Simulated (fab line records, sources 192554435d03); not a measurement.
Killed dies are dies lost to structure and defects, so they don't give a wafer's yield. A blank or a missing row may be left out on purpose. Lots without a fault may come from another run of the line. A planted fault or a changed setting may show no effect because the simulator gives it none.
fab line records | flow n5_finfet | part 1 of 2: steps 1 to 22 of 32
record lots=5 wafers=15 last_day=16
route steps=1938 shown FIN_CUT@176 STI_FIN_REVEAL@183
lots that met no fault: from a run of the same line without faults
start_h: hours from the record's first day to the start of the lot's first wafer shown | wait_h: hours since the lot's step before | " the same as in the row above | L1.1+2: a row that stands for several wafers | - no value, or no start given | * or withheld: withheld | < > ~ a bound
route shown NAME@n: a module of which the file shows steps, and the number in the route of the first | usual: mean/standard deviation of fault-free wafers | same: alike in all rows | chamber/n: place in a boat | sites: the reading at each site | _std_site: their standard deviation | _edge_site: outer sites' mean less inner sites' | radius_mm: how far each site lies from the wafer's centre | mask NAME#n: copy n | behind: the tool/chamber that last shaped the wafer | hold: why the lot was held/for how many hours/how that ended | device: the transistor (n, p or np) that didn't switch | end of line: the same wafers' tests at the end of the route | a step without rows: its recipe alone | killed: dies lost to structure and defects at the first sort, not the wafer's yield | map: a wafer's dies, x killed, . not, _ none there
set.NAME: the setting as run; set.NAME@STEP: as run at that earlier step | model.NAME: the simulator's own value behind a step, which no gauge read
lots at some steps of the route; a table a step, a row a wafer
services: from which hour (start_h, from the record's first day; less than 0 if before it) a tool's chamber was out of use, for how many hours, and why
## steps
# step N5_FIN_CUT_CUT_ETCH_15
# recipe chemistry=HBr/Cl2/O2 target=Si target_depth_a=1000 bt_time_s=10 mask_material=SOC time_s=42.4 ion_energy_ev=* bias_w=* pressure_mtorr=10 icp_w=800 HBr_flow_sccm=150 Cl2_flow_sccm=80 O2_flow_sccm=12
# usual bias_w=* drypump_motor_current_A=6.0/0.52 oes_product_au=1.004/0.0096 throttle_valve_pct=37.23/0.28
# same time_s=42.4
# columns lot.wafer tool chamber start_h wait_h bias_w drypump_motor_current_A oes_product_au rf_hours_counter_h throttle_valve_pct
L083.3 rie_si-06 0 81.13 0.0 * 6.6 0.993 62 37.53
L083.5 " 2 " " * 5.7 0.991 - 37.19
L083.6 " 1 " " * 5.0 1.004 - 36.71
L085.1 rie_si-05 2 96.44 0.1 * 5.3 0.994 85 37.36
L085.3 " 1 " " * 5.3 1.001 153 37.42
L085.5 " 0 " " * 5.7 1.026 - 36.99
L087.1 rie_si-01 1 107.31 0.1 * 6.2 1.007 118 37.08
L087.3 " 2 " " * 6.3 1.006 149 37.20
L087.4 " 0 " " * 6.2 1.020 15 37.60
L088.1 rie_si-05 2 113.37 0.1 * 5.3 1.006 85 37.37
L088.4 " 1 " " * 5.3 0.994 154 37.42
L088.6 " 0 " " * 5.7 1.029 - 36.99
L093.2 rie_si-06 2 142.03 0.1 * 5.7 0.990 81 37.18
L093.3 " 1 " " * 5.0 1.003 5 36.72
L093.6 " 3 " " * 5.8 0.996 - 37.57
# step N5_FIN_CUT_CUT_ETCH_28
# recipe chemistry=HBr/Cl2/O2 target=Si target_depth_a=60 mask_material=SOC time_s=2.4 ion_energy_ev=* bias_w=* pressure_mtorr=10 icp_w=800 HBr_flow_sccm=150 Cl2_flow_sccm=80 O2_flow_sccm=12
# usual bias_w=* drypump_motor_current_A=6.0/0.52 oes_product_au=1.004/0.0094 throttle_valve_pct=37.23/0.28
# same time_s=2.4
# columns lot.wafer tool chamber start_h wait_h bias_w drypump_motor_current_A oes_product_au rf_hours_counter_h throttle_valve_pct
L083.3 rie_si-06 0 81.18 0.0 * 6.7 1.009 62 37.53
L083.5 " 2 " " * 5.7 0.988 - 37.18
L083.6 " 1 " " * 5.0 1.002 - 36.72
L085.1 rie_si-05 2 96.49 0.0 * 5.3 1.002 85 37.37
L085.3 " 1 " " * 5.3 1.001 153 37.42
L085.5 " 0 " " * 5.7 1.021 - 36.98
L087.1 rie_si-01 1 107.37 0.0 * 6.3 0.996 118 37.09
L087.3 " 2 " " * 6.2 1.007 149 37.19
L087.4 " 0 " " * 6.2 1.011 15 37.59
L088.1 rie_si-05 2 113.42 0.0 * 5.3 1.004 85 37.36
L088.4 " 1 " " * 5.3 0.989 154 37.41
L088.6 " 0 " " * 5.7 1.020 - 36.99
L093.2 rie_si-06 2 142.09 0.0 * 5.7 0.989 81 37.17
L093.3 " 1 " " * 5.0 1.011 5 36.71
L093.6 " 3 " " * 5.9 0.997 - 37.59
# step N5_FIN_CUT_STRIP_22
# recipe chemistry=N2/H2 power_w=500 temp_c=40 pressure_mtorr=50 rf_frequency_hz=6e+07 overash_fraction=0.3 bias_power_w=8 h2_frac=0.5 n2_flow_sccm=300 h2_flow_sccm=300
# usual drypump_motor_current_A=5.7/0.63 oes_product_au=0.77/0.082 rf_vpp_V=54.2/2.3 showerhead_plenum_p_Torr=3.37/0.13 throttle_valve_pct=18.9/0.42
# columns lot.wafer tool chamber start_h wait_h drypump_motor_current_A oes_product_au rf_hours_counter_h rf_vpp_V showerhead_plenum_p_Torr throttle_valve_pct
L083.3 rie_diel-05 2 81.39 0.2 6.2 0.74 145 51.3 3.23 18.7
L083.5 " 2 " " 6.2 0.74 - 51.6 3.23 18.7
L083.6 " 3 " " 6.8 0.81 - 52.7 3.25 18.7
L085.1 rie_diel-05 2 96.56 0.0 6.2 0.73 150 55.4 3.22 18.7
L085.3 " 0 " " 4.7 0.93 11 55.2 3.29 18.5
L085.5 " 3 " " 6.8 0.80 - 54.0 3.25 18.7
L087.1 rie_diel-03 0 107.44 0.0 5.4 0.74 206 56.4 3.45 19.3
L087.3 " 3 " " 5.3 0.79 100 51.9 3.13 18.6
L087.4 " 0 " " 5.4 0.72 - 58.8 3.45 19.3
L088.1 rie_diel-05 3 113.49 0.0 6.8 0.82 123 53.7 3.25 18.7
L088.4 " 0 " " 4.7 0.92 - 55.6 3.29 18.5
L088.6 " 3 " " 6.8 0.78 - 53.1 3.25 18.7
L093.2 rie_diel-03 3 142.23 0.1 5.2 0.76 112 56.2 3.12 18.7
L093.3 " 2 " " 5.2 0.75 139 53.3 3.50 18.6
L093.6 " 3 " " 5.2 0.79 - 51.2 3.12 18.7
# step N5_FIN_CUT_PRECLEAN_36
# recipe chemistry=O3/DIW time_s=60 temp_c=22 o3_ppm=10
# same time_s=60
# columns lot.wafer tool chamber start_h wait_h
L083.3+5+6 wet_bench-06 1,3,2 81.45 -
L085.1+3+5 wet_bench-01 4,2,5 96.63 -
L087.1+3+4 wet_bench-06 2,0,7 107.50 -
L088.1+4+6 wet_bench-01 4,3,1 113.56 -
L093.2+3+6 wet_bench-04 1,7,2 142.30 -
# step N5_FIN_CUT_SRD_32
# recipe dry=ipa_marangoni time_s=30 temp_c=23 rinse_liquid=diw
# same time_s=30
# columns lot.wafer tool chamber start_h wait_h
L083.3+5+6 wet_bench-06 1,3,2 81.47 0.0
L085.1+3+5 wet_bench-01 4,2,5 96.65 0.0
L087.1+3+4 wet_bench-06 2,0,7 107.52 0.0
L088.1+4+6 wet_bench-01 4,3,1 113.58 0.0
L093.2+3+6 wet_bench-04 1,7,2 142.32 0.0
# step N5_FIN_CUT_UV_OZONE_34
# recipe time_s=120 pressure_torr=760 temp_c=25
# same time_s=120
# columns lot.wafer tool chamber start_h wait_h
L083.3+5+6 wet_bench-06 1,3,2 81.49 0.0
L085.1+3+5 wet_bench-01 4,2,5 96.67 0.0
L087.1+3+4 wet_bench-06 2,0,7 107.54 0.0
L088.1+4+6 wet_bench-01 4,3,1 113.59 0.0
L093.2+3+6 wet_bench-04 1,7,2 142.34 0.0
# step N5_FIN_CUT_INSPECT_17
# recipe inspect_instrument=brightfield mode=aei
# usual raw_defect_count=245/74
# columns lot.wafer tool chamber start_h wait_h raw_defect_count
L083.3 defect_inspect-01 - 81.55 0.0 148
L083.5 " - " " 218
L083.6 " - " " 206
L085.1 defect_inspect-01 - 96.72 0.0 305
L085.3 " - " " 242
L085.5 " - " " 269
L087.1 defect_inspect-01 - 107.60 0.0 219
L087.3 " - " " 235
L087.4 " - " " 149
L088.1 defect_inspect-01 - 113.66 0.0 218
L088.4 " - " " 190
L088.6 " - " " 217
L093.2 defect_inspect-01 - 142.40 0.0 329
L093.3 " - " " 212
L093.6 " - " " 318
# step N5_STI_FIN_REVEAL_ALD_00
# recipe material=SiO2 target_thk_a=10 temp_c=300 ald_precursor_family=BDEAS ald_co_reactant=O2-plasma pulse_time_s=1 pressure_torr=2
# usual heater_power_w=453/53 precursor_pulse_height_rel=1.002/0.022
# same pulse_time_s=1
# columns lot.wafer tool chamber start_h wait_h heater_power_w precursor_pulse_height_rel
L083.3 ald_sin-01 2 81.77 0.2 471 0.982
L083.5 " 3 " " 440 1.007
L083.6 " 0 " " 403 1.025
L085.1 ald_sin-03 3 98.93 2.2 382 0.987
L085.3 " 1 " " 448 0.977
L085.5 " 2 " " 364 1.015
L087.1 ald_sin-02 0 107.63 0.0 503 1.003
L087.3 " 2 " " 486 0.988
L087.4 " 1 " " 421 0.971
L088.1 ald_sin-03 2 113.69 0.0 362 0.976
L088.4 " 1 " " 445 1.002
L088.6 " 0 " " 507 0.997
L093.2 ald_sin-02 2 142.58 0.2 512 0.994
L093.3 " 3 " " 472 1.010
L093.6 " 2 " " 494 1.041
# step N5_STI_FIN_REVEAL_ALD_14
# recipe material=Si3N4 target_thk_a=30 temp_c=400 ald_precursor_family=SiH2I2 ald_co_reactant=N2/H2-plasma pressure_torr=2
# usual heater_power_w=809/95
# columns lot.wafer tool chamber start_h wait_h heater_power_w
L083.3 ald_sin-01 2 81.82 0.0 796
L083.5 " 3 " " 766
L083.6 " 0 " " 730
L085.1 ald_sin-03 3 98.98 0.0 686
L085.3 " 1 " " 790
L085.5 " 2 " " 649
L087.1 ald_sin-02 0 107.68 0.0 897
L087.3 " 2 " " 892
L087.4 " 1 " " 786
L088.1 ald_sin-03 2 113.74 0.0 647
L088.4 " 1 " " 806
L088.6 " 0 " " 922
L093.2 ald_sin-02 2 142.62 0.0 916
L093.3 " 3 " " 841
L093.6 " 2 " " 887
# step N5_STI_FIN_REVEAL_FCVD_FILL_01
# recipe material=SiO2_flowable target_thk_a=3120 temp_c=100 pressure_torr=0.8 rf_w=2000 time_s=512.2
# same time_s=512.2
# columns lot.wafer tool chamber start_h wait_h
L083.3+5+6 fcvd-02 1,1,0 82.26 0.3
L085.1+3+5 fcvd-01 0,1,1 99.21 0.1
L087.1+3+4 fcvd-01 0,1,0 107.92 0.1
L088.1+4+6 fcvd-01 1 113.98 0.1
L093.2+3+6 fcvd-02 0 142.86 0.1
# step N5_STI_FIN_REVEAL_DENSIFY_02
# recipe temp_c=650 ambient=steam time_s=1800 idle_temp_c=400 densification_p_h2o_torr=640
# usual zone_power_bottom_pct=14.3/0.87 zone_power_centre_pct=10.8/0.71
# same time_s=1800
# columns lot.wafer tool chamber start_h wait_h zone_power_bottom_pct zone_power_centre_pct
L083.3 furnace-01 0 82.69 0.2 12.9 9.8
L083.5 " 0 " " 13.2 10.0
L083.6 " 0 " " 12.9 9.8
L085.1 furnace-03 0 99.85 0.4 14.8 11.6
L085.3 " 0 " " 15.3 11.5
L085.5 " 0 " " 15.3 11.5
L087.1 furnace-03 0 108.55 0.4 15.2 11.4
L087.3 " 0 " " 15.1 11.4
L087.4 " 0 " " 15.1 11.3
L088.1 furnace-03 0 114.62 0.4 15.2 11.4
L088.4 " 0 " " 14.8 11.6
L088.6 " 0 " " 14.8 11.5
L093.2 furnace-02 0 143.50 0.4 14.0 10.2
L093.3 " 0 " " 14.2 10.0
L093.6 " 0 " " 13.9 10.1
# step N5_STI_FIN_REVEAL_CMP_04
# recipe stop_on=Si3N4 t_overpolish_s=4 down_force_psi=2 platen_rpm=54.18 post_cmp_clean=alkaline_brush pad_velocity_m_s=1.078 target_thk_nm=131.83
# usual motor_current_A=7.9/0.67 overpolish_run_s=3.999/0.0082 time_to_endpoint_s=106/6.3
# columns lot.wafer tool chamber start_h wait_h motor_current_A overpolish_run_s time_to_endpoint_s
L083.3 cmp-01 3 86.91 0.1 8.2 3.985 115
L083.6 " 2 " " 6.7 4.008 115
L083.5 " 3 " " 8.0 4.002 116
L085.3 cmp-01 0 104.09 0.1 8.0 4.000 118
L085.1 " 1 " " 7.8 3.989 116
L085.5 " 2 " " 7.2 4.011 111
L087.4 cmp-03 3 112.72 0.0 9.4 3.991 105
L087.1 " 0 " " 7.1 4.000 103
L087.3 " 2 " " 7.6 4.008 103
L088.4 cmp-02 2 118.78 0.0 7.5 3.995 102
L088.1 " 1 " " 7.9 4.004 102
L088.6 " 3 " " 8.5 4.002 101
L093.2 cmp-01 3 147.66 0.0 7.9 4.005 103
L093.3 " 2 " " 6.4 3.987 97
L093.6 " 0 " " 8.5 3.992 102
# step N5_STI_FIN_REVEAL_THK_MEAS_05
# usual thk_nm=131.8/0.96
# columns lot.wafer tool chamber start_h wait_h thk_nm
L083.3 film_metro-02 - 87.17 - 132.9
L083.5 " - " " 131.2
L083.6 " - " " 132.4
L085.1 film_metro-01 - 104.31 - 133.2
L085.3 " - " " 133.2
L085.5 " - " " 132.1
L087.1 film_metro-02 - 113.01 - 133.2
L087.3 " - " " 131.6
L087.4 " - " " 131.8
L088.1 film_metro-02 - 119.08 - 131.6
L088.4 " - " " 132.2
L088.6 " - " " 131.8
L093.2 film_metro-01 - 147.96 - 131.1
L093.3 " - " " 132.1
L093.6 " - " " 131.2
# step N5_STI_FIN_REVEAL_DENSIFY_30
# recipe temp_c=* time_s=* ambient=N2 idle_temp_c=600 ramp_up_c_per_s=150 ramp_down_c_per_s=60 cool_to_c=600
# usual lamp_power_pct=11.53/0.054 lamp_zone_2_pct=11.528/0.019 lamp_zone_6_pct=11.455/0.021 wafer_temp_C_max=*
# same time_s=*
# columns lot.wafer tool chamber start_h wait_h lamp_power_pct lamp_zone_2_pct lamp_zone_6_pct wafer_temp_C_max
L083.3 rtp_anneal-01 0 87.26 0.1 11.59 11.511 11.464 *
L083.5 " 0 " " 11.53 11.543 11.445 *
L083.6 " 0 " " 11.54 11.513 11.463 *
L085.1 rtp_anneal-01 0 104.37 0.1 11.52 11.501 11.470 *
L085.3 " 0 " " 11.56 11.547 11.431 *
L085.5 " 0 " " 11.50 11.537 11.456 *
L087.1 rtp_anneal-02 0 113.04 0.0 11.53 11.529 11.439 *
L087.3 " 0 " " 11.62 11.539 11.468 *
L087.4 " 0 " " 11.43 11.554 11.449 *
L088.1 rtp_anneal-01 0 119.10 0.0 11.51 11.533 11.469 *
L088.4 " 0 " " 11.57 11.512 11.468 *
L088.6 " 0 " " 11.59 11.494 11.470 *
L093.2 rtp_anneal-01 0 148.12 0.2 11.58 11.511 11.452 *
L093.3 " 0 " " 11.52 11.542 11.426 *
L093.6 " 0 " " 11.48 11.544 11.440 *
# step N5_STI_FIN_REVEAL_ETCHBACK_08
# recipe chemistry=C4F6/O2 target=SiO2 target_depth_a=305 time_s=10.167 ion_energy_ev=250 pressure_mtorr=30 source_w=345 bias_w=185 Ar_flow_sccm=300 C4F6_flow_sccm=10 O2_flow_sccm=10
# usual bias_w=185.0/0.57 drypump_motor_current_A=5.8/0.57 mfc_ar_sccm=299.9/0.97 oes_product_au=0.78/0.083 rf_vpp_V=669/5.8 showerhead_plenum_p_Torr=2.85/0.085 throttle_valve_pct=21.21/0.25
# same time_s=10.167
# columns lot.wafer tool chamber start_h wait_h bias_w drypump_motor_current_A mfc_ar_sccm oes_product_au rf_hours_counter_h rf_vpp_V showerhead_plenum_p_Torr throttle_valve_pct
L083.3 rie_diel-02 1 87.62 0.3 185.3 5.5 301.1 0.73 178 670 2.94 21.31
L083.5 " 2 " " 184.9 6.5 299.2 0.85 - 669 2.89 21.29
L083.6 " 1 " " 184.2 5.5 300.2 0.72 - 670 2.94 21.32
L085.1 rie_diel-04 3 104.58 0.2 184.6 6.1 300.4 0.90 24 677 3.02 20.97
L085.3 " 2 " " 185.5 5.8 299.7 0.87 36 675 2.78 21.17
L085.5 " 3 " " 184.9 6.0 300.1 0.89 - 678 3.02 20.97
L087.1 rie_diel-06 2 113.37 0.3 184.9 5.9 301.4 0.75 136 672 2.74 20.98
L087.3 " 1 " " 185.3 5.7 298.8 0.77 119 674 2.97 21.49
L087.4 " 0 " " 185.2 6.8 299.9 0.79 91 667 2.75 20.75
L088.1 rie_diel-06 2 119.45 0.3 184.8 5.9 300.4 0.73 137 673 2.74 20.97
L088.4 " 3 " " 185.3 4.9 299.3 0.83 70 676 2.88 21.22
L088.6 " 3 " " 185.2 4.9 300.8 0.83 - 677 2.88 21.23
L093.2 rie_diel-02 1 148.40 0.2 184.3 5.5 297.9 0.71 205 670 2.93 21.35
L093.3 " 3 " " 185.4 5.1 299.9 0.67 218 659 2.81 21.62
L093.6 " 3 " " 185.2 5.1 300.1 0.67 - 660 2.81 21.62
# step N5_STI_FIN_REVEAL_STRIP_24
# recipe chemistry=N2/H2 time_s=90 power_w=100 temp_c=40 pressure_mtorr=100 rf_frequency_hz=6e+07 bias_power_w=3 n2_flow_sccm=300 h2_flow_sccm=300
# usual drypump_motor_current_A=5.8/0.57 oes_product_au=0.78/0.083 rf_vpp_V=45.3/0.84 showerhead_plenum_p_Torr=3.39/0.1 throttle_valve_pct=12.28/0.27
# same time_s=90
# columns lot.wafer tool chamber start_h wait_h drypump_motor_current_A oes_product_au rf_hours_counter_h rf_vpp_V showerhead_plenum_p_Torr throttle_valve_pct
L083.3 rie_diel-02 1 87.66 0.0 5.5 0.73 178 46.7 3.51 12.47
L083.5 " 2 " " 6.5 0.87 - 45.1 3.43 12.23
L083.6 " 1 " " 5.5 0.74 - 46.2 3.51 12.46
L085.1 rie_diel-04 3 104.61 0.0 6.0 0.91 24 45.2 3.58 11.94
L085.3 " 2 " " 5.9 0.89 36 44.9 3.30 12.10
L085.5 " 3 " " 6.0 0.91 - 44.9 3.58 11.93
L087.1 rie_diel-06 2 113.41 0.0 6.0 0.75 136 46.5 3.25 12.03
L087.3 " 1 " " 5.7 0.76 119 45.5 3.53 12.49
L087.4 " 0 " " 6.8 0.82 91 44.9 3.28 11.93
L088.1 rie_diel-06 2 119.49 0.0 5.9 0.74 137 46.4 3.25 12.05
L088.4 " 3 " " 4.9 0.84 70 45.4 3.43 12.25
L088.6 " 3 " " 4.9 0.83 - 45.6 3.43 12.26
L093.2 rie_diel-02 1 148.44 0.0 5.5 0.71 205 44.1 3.49 12.56
L093.3 " 3 " " 5.1 0.68 218 45.5 3.35 12.83
L093.6 " 3 " " 5.1 0.68 - 44.9 3.35 12.83
# step N5_STI_FIN_REVEAL_PRECLEAN_25
# recipe chemistry=SPM time_s=90 temp_c=120 mix=4:1
# same time_s=90
# columns lot.wafer tool chamber start_h wait_h
L083.3+5+6 wet_bench-02 6,0,4 87.78 0.1
L085.1+3+5 wet_bench-03 2,1,4 104.73 0.1
L087.1+3+4 wet_bench-05 3,6,2 113.53 0.1
L088.1+4+6 wet_bench-03 7,2,6 119.61 0.1
L093.2+3+6 wet_bench-03 3,6,5 148.56 0.1
# step N5_STI_FIN_REVEAL_PRECLEAN_26
# recipe chemistry=SC1 time_s=45 temp_c=46 mix=1:2:100
# same time_s=45
# columns lot.wafer tool chamber start_h wait_h
L083.3+5+6 wet_bench-02 6,0,4 87.81 0.0
L085.1+3+5 wet_bench-03 2,1,4 104.76 0.0
L087.1+3+4 wet_bench-05 3,6,2 113.56 0.0
L088.1+4+6 wet_bench-03 7,2,6 119.64 0.0
L093.2+3+6 wet_bench-03 3,6,5 148.59 0.0
# step N5_STI_FIN_REVEAL_PRECLEAN_29
# recipe chemistry=DHF time_s=30 temp_c=25 dilution=300:1
# same time_s=30
# columns lot.wafer tool chamber start_h wait_h
L083.3+5+6 wet_bench-02 6,0,4 87.83 0.0
L085.1+3+5 wet_bench-03 2,1,4 104.78 0.0
L087.1+3+4 wet_bench-05 3,6,2 113.57 0.0
L088.1+4+6 wet_bench-03 7,2,6 119.65 0.0
L093.2+3+6 wet_bench-03 3,6,5 148.60 0.0
# step N5_STI_FIN_REVEAL_SRD_12
# recipe time_s=30 temp_c=23 rinse_liquid=diw dry=ipa_marangoni
# same time_s=30
# columns lot.wafer tool chamber start_h wait_h
L083.3+5+6 wet_bench-02 6,0,4 87.83 0.0
L085.1+3+5 wet_bench-03 2,1,4 104.78 0.0
L087.1+3+4 wet_bench-05 3,6,2 113.58 0.0
L088.1+4+6 wet_bench-03 7,2,6 119.66 0.0
L093.2+3+6 wet_bench-03 3,6,5 148.61 0.0
# step N5_STI_FIN_REVEAL_RECESS_09
# recipe chemistry=HF/NH3 target=SiO2 afs_cycles=11 target_depth_a=425 temp_c=30 sublimation_temp_c=180 sublimation_time_s=60
# usual drypump_motor_current_A=5.8/0.38 foreline_p_Torr=0.1280/0.00041
# columns lot.wafer tool chamber start_h wait_h drypump_motor_current_A foreline_p_Torr
L083.3 vapor_etch-02 1 88.41 0.6 5.3 0.1282
L083.5 " 1 " " 5.3 0.1279
L083.6 " 0 " " 5.7 0.1283
L085.1 vapor_etch-01 0 104.83 0.0 5.9 0.1274
L085.3 " 0 " " 5.9 0.1281
L085.5 " 1 " " 6.4 0.1277
L087.1 vapor_etch-02 0 113.62 0.0 5.7 0.1283
L087.3 " 1 " " 5.3 0.1281
L087.4 " 0 " " 5.7 0.1279
L088.1 vapor_etch-02 1 119.70 0.0 5.3 0.1285
L088.4 " 1 " " 5.3 0.1277
L088.6 " 1 " " 5.3 0.1275
L093.2 vapor_etch-02 0 148.65 0.0 5.7 0.1284
L093.3 " 0 " " 5.7 0.1289
L093.6 " 0 " " 5.7 0.1282
# step N5_STI_FIN_REVEAL_STRIP_16
# recipe chemistry=H3PO4 material=SiNx temp_c=165 target_depth_a=238 overetch_fraction=0.4964 dry=ipa_marangoni
# columns lot.wafer tool chamber start_h wait_h
L083.3+5+6 wet_bench-05 3,4,0 89.50 0.6
L085.1+3+5 wet_bench-02 6,0,1 106.44 1.1
L087.1+3+4 wet_bench-02 6,0,5 115.24 1.1
L088.1+4+6 wet_bench-05 7,5,4 121.32 1.1
L093.2+3+6 wet_bench-03 5,2,4 150.27 1.1
